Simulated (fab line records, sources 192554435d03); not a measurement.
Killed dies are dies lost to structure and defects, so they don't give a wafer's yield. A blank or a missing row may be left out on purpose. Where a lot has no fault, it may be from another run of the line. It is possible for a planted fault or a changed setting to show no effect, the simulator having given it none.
Split-lot trial || flow n5Finfet || 39 wafers read across 7 lots, on a route 1938 steps long

## THE SPLIT ITSELF
At N5_BEOL_M0_SAQP_PECVD_04 (deposits a-Si from SiH4/He, target thk 60 nm, time 60.2 s), the setting timeS was moved away from the recipe's 60.2 s on 12 of the 39 wafers read, by -43.2% to +34.0%. All remaining wafers had this setting at the recipe value.

## FROM THE SPLIT TO THE READING: what the file shows between them, 5 steps
- N5_BEOL_M0_SAQP_THK_MEAS_05
- N5_BEOL_M0_SAQP_HM_DEP_111: deposits SiO2 from SiH4/N2O, target thk 12 nm, time 7.2 s
- N5_BEOL_M0_SAQP_COAT_81: time 60 s, resist thk 100 nm
- N5_BEOL_M0_SAQP_HM_OPEN_112: chemistry CHF3/O2, target SiO2, stops on a-Si, target depth 12 nm, time 13.5 s
- N5_BEOL_M0_SAQP_STRIP_113: strips in CHF3/O2

## THE READING
oesProductAu, in a.u., at N5_BEOL_M0_SAQP_MANDREL_ETCH_20 (etches a-Si in HBr/Cl2, stops on SiNx, target depth 60 nm, bt time 10 s, time 30 s). Fault-free wafers of this fab line usually give 0.778 a.u., standard deviation 0.014 a.u.

{"wafer": "L075.1", "tool, chamber at the split": "pecvd-03, 1", "timeS as run, s": 60.2, "against the recipe": "recipe", "oesProductAu, a.u.": 0.766, "against lot-mates on the recipe": "-"}
{"wafer": "L075.2", "tool, chamber at the split": "pecvd-03, 0", "timeS as run, s": 60.2, "against the recipe": "recipe", "oesProductAu, a.u.": 0.787, "against lot-mates on the recipe": "-"}
{"wafer": "L075.3", "tool, chamber at the split": "pecvd-03, 2", "timeS as run, s": 60.2, "against the recipe": "recipe", "oesProductAu, a.u.": 0.769, "against lot-mates on the recipe": "-"}
{"wafer": "L075.4", "tool, chamber at the split": "pecvd-03, 2", "timeS as run, s": 60.2, "against the recipe": "recipe", "oesProductAu, a.u.": 0.776, "against lot-mates on the recipe": "-"}
{"wafer": "L075.5", "tool, chamber at the split": "pecvd-03, 0", "timeS as run, s": 60.2, "against the recipe": "recipe", "oesProductAu, a.u.": 0.759, "against lot-mates on the recipe": "-"}
{"wafer": "L075.6", "tool, chamber at the split": "pecvd-03, 1", "timeS as run, s": 60.2, "against the recipe": "recipe", "oesProductAu, a.u.": 0.761, "against lot-mates on the recipe": "-"}
{"wafer": "L080.1", "tool, chamber at the split": "pecvd-02, 2", "timeS as run, s": 60.2, "against the recipe": "recipe", "oesProductAu, a.u.": 0.764, "against lot-mates on the recipe": "-"}
{"wafer": "L080.2", "tool, chamber at the split": "pecvd-02, 0", "timeS as run, s": 34.18, "against the recipe": "-43.2%", "oesProductAu, a.u.": 0.577, "against lot-mates on the recipe": -0.208}
{"wafer": "L080.3", "tool, chamber at the split": "pecvd-02, 1", "timeS as run, s": 60.2, "against the recipe": "recipe", "oesProductAu, a.u.": 0.788, "against lot-mates on the recipe": "-"}
{"wafer": "L080.4", "tool, chamber at the split": "pecvd-02, 2", "timeS as run, s": 34.18, "against the recipe": "-43.2%", "oesProductAu, a.u.": 0.596, "against lot-mates on the recipe": -0.189}
{"wafer": "L080.5", "tool, chamber at the split": "pecvd-02, 0", "timeS as run, s": 60.2, "against the recipe": "recipe", "oesProductAu, a.u.": 0.802, "against lot-mates on the recipe": "-"}
{"wafer": "L080.6", "tool, chamber at the split": "pecvd-02, 1", "timeS as run, s": 34.18, "against the recipe": "-43.2%", "oesProductAu, a.u.": 0.595, "against lot-mates on the recipe": -0.190}
{"wafer": "L081.1", "tool, chamber at the split": "pecvd-03, 0,2", "timeS as run, s": 60.2, "against the recipe": "recipe", "oesProductAu, a.u.": 0.780, "against lot-mates on the recipe": "-"}
{"wafer": "L081.2", "tool, chamber at the split": "pecvd-03, 0,2", "timeS as run, s": 60.2, "against the recipe": "recipe", "oesProductAu, a.u.": 0.777, "against lot-mates on the recipe": "-"}
{"wafer": "L081.3", "tool, chamber at the split": "pecvd-03, 1", "timeS as run, s": 60.2, "against the recipe": "recipe", "oesProductAu, a.u.": 0.779, "against lot-mates on the recipe": "-"}
{"wafer": "L081.4", "tool, chamber at the split": "pecvd-03, 2", "timeS as run, s": 60.2, "against the recipe": "recipe", "oesProductAu, a.u.": 0.797, "against lot-mates on the recipe": "-"}
{"wafer": "L081.5", "tool, chamber at the split": "pecvd-03, 1", "timeS as run, s": 60.2, "against the recipe": "recipe", "oesProductAu, a.u.": 0.764, "against lot-mates on the recipe": "-"}
{"wafer": "L081.6", "tool, chamber at the split": "pecvd-03, 0", "timeS as run, s": 60.2, "against the recipe": "recipe", "oesProductAu, a.u.": 0.786, "against lot-mates on the recipe": "-"}
{"wafer": "L082.1", "tool, chamber at the split": "pecvd-03, 2", "timeS as run, s": 60.2, "against the recipe": "recipe", "oesProductAu, a.u.": 0.793, "against lot-mates on the recipe": "-"}
{"wafer": "L082.2", "tool, chamber at the split": "pecvd-03, 0", "timeS as run, s": 43.85, "against the recipe": "-27.2%", "oesProductAu, a.u.": 0.651, "against lot-mates on the recipe": -0.123}
{"wafer": "L082.3", "tool, chamber at the split": "pecvd-03, 1", "timeS as run, s": 60.2, "against the recipe": "recipe", "oesProductAu, a.u.": 0.766, "against lot-mates on the recipe": "-"}
{"wafer": "L082.4", "tool, chamber at the split": "pecvd-03, 2", "timeS as run, s": 43.85, "against the recipe": "-27.2%", "oesProductAu, a.u.": 0.653, "against lot-mates on the recipe": -0.121}
{"wafer": "L082.5", "tool, chamber at the split": "pecvd-03, 1", "timeS as run, s": 43.85, "against the recipe": "-27.2%", "oesProductAu, a.u.": 0.658, "against lot-mates on the recipe": -0.116}
{"wafer": "L082.6", "tool, chamber at the split": "pecvd-03, 0", "timeS as run, s": 60.2, "against the recipe": "recipe", "oesProductAu, a.u.": 0.763, "against lot-mates on the recipe": "-"}
{"wafer": "L086.1", "tool, chamber at the split": "pecvd-04, 2", "timeS as run, s": 60.2, "against the recipe": "recipe", "oesProductAu, a.u.": 0.773, "against lot-mates on the recipe": "-"}
{"wafer": "L086.2", "tool, chamber at the split": "pecvd-04, 0", "timeS as run, s": 60.2, "against the recipe": "recipe", "oesProductAu, a.u.": 0.764, "against lot-mates on the recipe": "-"}
{"wafer": "L086.4", "tool, chamber at the split": "pecvd-04, 2", "timeS as run, s": 60.2, "against the recipe": "recipe", "oesProductAu, a.u.": 0.788, "against lot-mates on the recipe": "-"}
{"wafer": "L088.1", "tool, chamber at the split": "pecvd-02, 1", "timeS as run, s": 36.31, "against the recipe": "-39.7%", "oesProductAu, a.u.": 0.596, "against lot-mates on the recipe": -0.196}
{"wafer": "L088.2", "tool, chamber at the split": "pecvd-02, 0", "timeS as run, s": 60.2, "against the recipe": "recipe", "oesProductAu, a.u.": 0.787, "against lot-mates on the recipe": "-"}
{"wafer": "L088.3", "tool, chamber at the split": "pecvd-02, 2", "timeS as run, s": 60.2, "against the recipe": "recipe", "oesProductAu, a.u.": 0.795, "against lot-mates on the recipe": "-"}
{"wafer": "L088.4", "tool, chamber at the split": "pecvd-02, 2,1", "timeS as run, s": 36.31, "against the recipe": "-39.7%", "oesProductAu, a.u.": 0.600, "against lot-mates on the recipe": -0.192}
{"wafer": "L088.5", "tool, chamber at the split": "pecvd-02, 0", "timeS as run, s": 60.2, "against the recipe": "recipe", "oesProductAu, a.u.": 0.795, "against lot-mates on the recipe": "-"}
{"wafer": "L088.6", "tool, chamber at the split": "pecvd-02, 2,1", "timeS as run, s": 36.31, "against the recipe": "-39.7%", "oesProductAu, a.u.": 0.613, "against lot-mates on the recipe": -0.179}
{"wafer": "L095.1", "tool, chamber at the split": "pecvd-02, 0", "timeS as run, s": 80.65, "against the recipe": "+34.0%", "oesProductAu, a.u.": 0.943, "against lot-mates on the recipe": "+0.152"}
{"wafer": "L095.2", "tool, chamber at the split": "pecvd-02, 1", "timeS as run, s": 60.2, "against the recipe": "recipe", "oesProductAu, a.u.": 0.789, "against lot-mates on the recipe": "-"}
{"wafer": "L095.3", "tool, chamber at the split": "pecvd-02, 2", "timeS as run, s": 80.65, "against the recipe": "+34.0%", "oesProductAu, a.u.": 0.907, "against lot-mates on the recipe": "+0.116"}
{"wafer": "L095.4", "tool, chamber at the split": "pecvd-02, 0", "timeS as run, s": 60.2, "against the recipe": "recipe", "oesProductAu, a.u.": 0.803, "against lot-mates on the recipe": "-"}
{"wafer": "L095.5", "tool, chamber at the split": "pecvd-02, 1", "timeS as run, s": 80.65, "against the recipe": "+34.0%", "oesProductAu, a.u.": 0.947, "against lot-mates on the recipe": "+0.156"}
{"wafer": "L095.6", "tool, chamber at the split": "pecvd-02, 2", "timeS as run, s": 60.2, "against the recipe": "recipe", "oesProductAu, a.u.": 0.781, "against lot-mates on the recipe": "-"}
Where a row lists several chambers, the file gives one row for several wafers and doesn't say which wafer went through which chamber.

FIT RESULTS
A straight line over all 39 wafers: oesProductAu changes by +0.00447 a.u. for each +1% of timeS; r = +0.99; the points scatter about the line by 0.013 a.u.
The same after taking each lot's own level away (the mean of its wafers on the recipe; 39 wafers): +0.00448 a.u. for each +1%; r = +0.99; scatter 0.012 a.u.
The reading moves by 0.19 a.u. for the largest change in timeS, on that fit.
Measured against the standard deviation above, the lots' own levels, which go from 0.7697 to 0.7923 a.u., span 1.6 times it.
The two slopes are in agreement: the lot-to-lot level therefore moves the slope only a little.
Check: -0.194 a.u. against its lot-mates is what the line predicts for one of the wafers moved furthest among these (-43.2%) when that wafer is left out of the fit. It came out at -0.208 a.u. against them.

## FURTHER SPLITS ON THESE WAFERS
Note: prior to the reading, these wafers also went through further splits. Each is held against what the fit with the lots' levels taken away leaves over:
{"other split on the same wafers": "N5_ZERO_LAYER_DEVELOP_10 developTimeS", "wafers away from the commonest value": 18, "r with oesProductAu (lot level and that fit taken away)": -0.18}
{"other split on the same wafers": "N5_FIN_SAQP_ETCH_65 timeS", "wafers away from the commonest value": 15, "r with oesProductAu (lot level and that fit taken away)": -0.02}
{"other split on the same wafers": "N5_HKMG_FIN_ALD_72 aldCycles", "wafers away from the commonest value": 15, "r with oesProductAu (lot level and that fit taken away)": "+0.03"}

## THE WHOLE CHAIN: every reading that the file lists as answering this split, in the file's order
{"step": "N5_BEOL_M0_SAQP_PECVD_04", "what it does": "deposits a-Si from SiH4/He, target thk 60 nm, time 60.2 s", "reading": "a-Si_of_BEOL_M0_SAQP_PECVD_04.thkNm (the simulator's own value, which no gauge read)", "change (the file's fit)": "+0.592 nm for each +1% of the setting", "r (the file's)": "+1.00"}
{"step": "N5_BEOL_M0_SAQP_THK_MEAS_05", "what it does": "", "reading": "thkNm", "change (the file's fit)": "withheld for each +1% of the setting", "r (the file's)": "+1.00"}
{"step": "N5_BEOL_M0_SAQP_MANDREL_ETCH_20", "what it does": "etches a-Si in HBr/Cl2, stops on SiNx, target depth 60 nm, bt time 10 s, time 30 s", "reading": "oesProductAu", "change (the file's fit)": "+0.0045 a.u. for each +1% of the setting", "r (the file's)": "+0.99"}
{"step": "N5_BEOL_M0_SAQP_MANDREL_ETCH_20", "what it does": "etches a-Si in HBr/Cl2, stops on SiNx, target depth 60 nm, bt time 10 s, time 30 s", "reading": "etch.depthNm (the simulator's own value, which no gauge read)", "change (the file's fit)": "+0.592 nm for each +1% of the setting", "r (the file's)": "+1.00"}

## FILE'S OWN FIT
oesProductAu changes by +0.0045 a.u. for each +1% of timeS, r = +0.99.
